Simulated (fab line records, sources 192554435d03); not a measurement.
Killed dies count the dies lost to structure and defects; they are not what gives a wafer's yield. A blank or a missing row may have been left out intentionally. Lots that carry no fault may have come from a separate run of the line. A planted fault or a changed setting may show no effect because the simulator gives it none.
Chamber matching || flow n5 finfet || 4 sister chambers for N5_BEOL_M7_STRIP_36 on rie diel-06
The step strips in N2/H2. 14 wafers are shown with their chamber, then 7 later ones without.

WAFERS PAIRED WITH THEIR CHAMBERS
{"wafer": "L075.3", "chamber": 0, "throttle valve pct (%)": 23.9, "showerhead plenum p Torr (Torr)": 2.64, "oes product au (a.u.)": 0.72}
{"wafer": "L075.4", "chamber": 3, "throttle valve pct (%)": 24.2, "showerhead plenum p Torr (Torr)": 2.44, "oes product au (a.u.)": 0.71}
{"wafer": "L075.5", "chamber": 3, "throttle valve pct (%)": 24.1, "showerhead plenum p Torr (Torr)": 2.44, "oes product au (a.u.)": 0.71}
{"wafer": "L082.1", "chamber": 2, "throttle valve pct (%)": 23.5, "showerhead plenum p Torr (Torr)": 2.46, "oes product au (a.u.)": 0.85}
{"wafer": "L082.4", "chamber": 0, "throttle valve pct (%)": 23.9, "showerhead plenum p Torr (Torr)": 2.64, "oes product au (a.u.)": 0.72}
{"wafer": "L082.5", "chamber": 0, "throttle valve pct (%)": 23.9, "showerhead plenum p Torr (Torr)": 2.64, "oes product au (a.u.)": 0.71}
{"wafer": "L087.1", "chamber": 3, "throttle valve pct (%)": 24.2, "showerhead plenum p Torr (Torr)": 2.43, "oes product au (a.u.)": 0.69}
{"wafer": "L087.5", "chamber": 0, "throttle valve pct (%)": 23.9, "showerhead plenum p Torr (Torr)": 2.63, "oes product au (a.u.)": 0.70}
{"wafer": "L087.6", "chamber": 1, "throttle valve pct (%)": 22.7, "showerhead plenum p Torr (Torr)": 2.54, "oes product au (a.u.)": 0.80}
{"wafer": "L089.1", "chamber": 3, "throttle valve pct (%)": 24.2, "showerhead plenum p Torr (Torr)": 2.43, "oes product au (a.u.)": 0.69}
{"wafer": "L089.2", "chamber": 0, "throttle valve pct (%)": 23.9, "showerhead plenum p Torr (Torr)": 2.63, "oes product au (a.u.)": 0.70}
{"wafer": "L089.3", "chamber": 2, "throttle valve pct (%)": 23.5, "showerhead plenum p Torr (Torr)": 2.46, "oes product au (a.u.)": 0.84}
{"wafer": "L089.4", "chamber": 1, "throttle valve pct (%)": 22.7, "showerhead plenum p Torr (Torr)": 2.54, "oes product au (a.u.)": 0.80}
{"wafer": "L089.5", "chamber": 3, "throttle valve pct (%)": 24.2, "showerhead plenum p Torr (Torr)": 2.42, "oes product au (a.u.)": 0.69}

SIGNATURES (averages over the wafers above)
{"reading": "throttle valve pct", "chamber 0": 23.900, "chamber 1": 22.700, "chamber 2": 23.500, "chamber 3": 24.180, "scatter within a chamber": 0.0283}
{"reading": "showerhead plenum p Torr", "chamber 0": 2.6360, "chamber 1": 2.5400, "chamber 2": 2.4600, "chamber 3": 2.4320, "scatter within a chamber": 0.00632}
{"reading": "oes product au", "chamber 0": 0.7100, "chamber 1": 0.8000, "chamber 2": 0.8450, "chamber 3": 0.6980, "scatter within a chamber": 0.00964}
Rule: for each reading, subtract the chamber's mean from the wafer's reading, divide by that reading's scatter and square the result; add these up over the readings and take the root, which gives the wafer's distance from the chamber. The wafer belongs to the nearest chamber; if the next one is less than 2 further off, it can't be placed. The scatter: the root of (the sum of the squares of (reading less its chamber's mean) over the shown wafers, divided by (wafers less chambers)).

WAFERS MISSING THEIR CHAMBER
{"wafer": "L089.6", "throttle valve pct (%)": 23.6, "showerhead plenum p Torr (Torr)": 2.46, "oes product au (a.u.)": 0.84}
{"wafer": "L093.1", "throttle valve pct (%)": 22.7, "showerhead plenum p Torr (Torr)": 2.54, "oes product au (a.u.)": 0.79}
{"wafer": "L093.2", "throttle valve pct (%)": 23.9, "showerhead plenum p Torr (Torr)": 2.63, "oes product au (a.u.)": 0.71}
{"wafer": "L093.6", "throttle valve pct (%)": 23.5, "showerhead plenum p Torr (Torr)": 2.46, "oes product au (a.u.)": 0.83}
{"wafer": "L094.3", "throttle valve pct (%)": 23.5, "showerhead plenum p Torr (Torr)": 2.46, "oes product au (a.u.)": 0.83}
{"wafer": "L094.4", "throttle valve pct (%)": 23.9, "showerhead plenum p Torr (Torr)": 2.63, "oes product au (a.u.)": 0.71}
{"wafer": "L094.6", "throttle valve pct (%)": 23.9, "showerhead plenum p Torr (Torr)": 2.63, "oes product au (a.u.)": 0.70}

WHICH CHAMBER EACH ONE RAN IN
{"wafer": "L089.6", "from the rows above": 2, "in truth": 2}
{"wafer": "L093.1", "from the rows above": 1, "in truth": 1}
{"wafer": "L093.2", "from the rows above": 0, "in truth": 0}
{"wafer": "L093.6", "from the rows above": 2, "in truth": 2}
{"wafer": "L094.3", "from the rows above": 2, "in truth": 2}
{"wafer": "L094.4", "from the rows above": 0, "in truth": 0}
{"wafer": "L094.6", "from the rows above": 0, "in truth": 0}
Correctly placed: 7 of 7. Number that these rows cannot place: 0. Wrongly placed: 0.
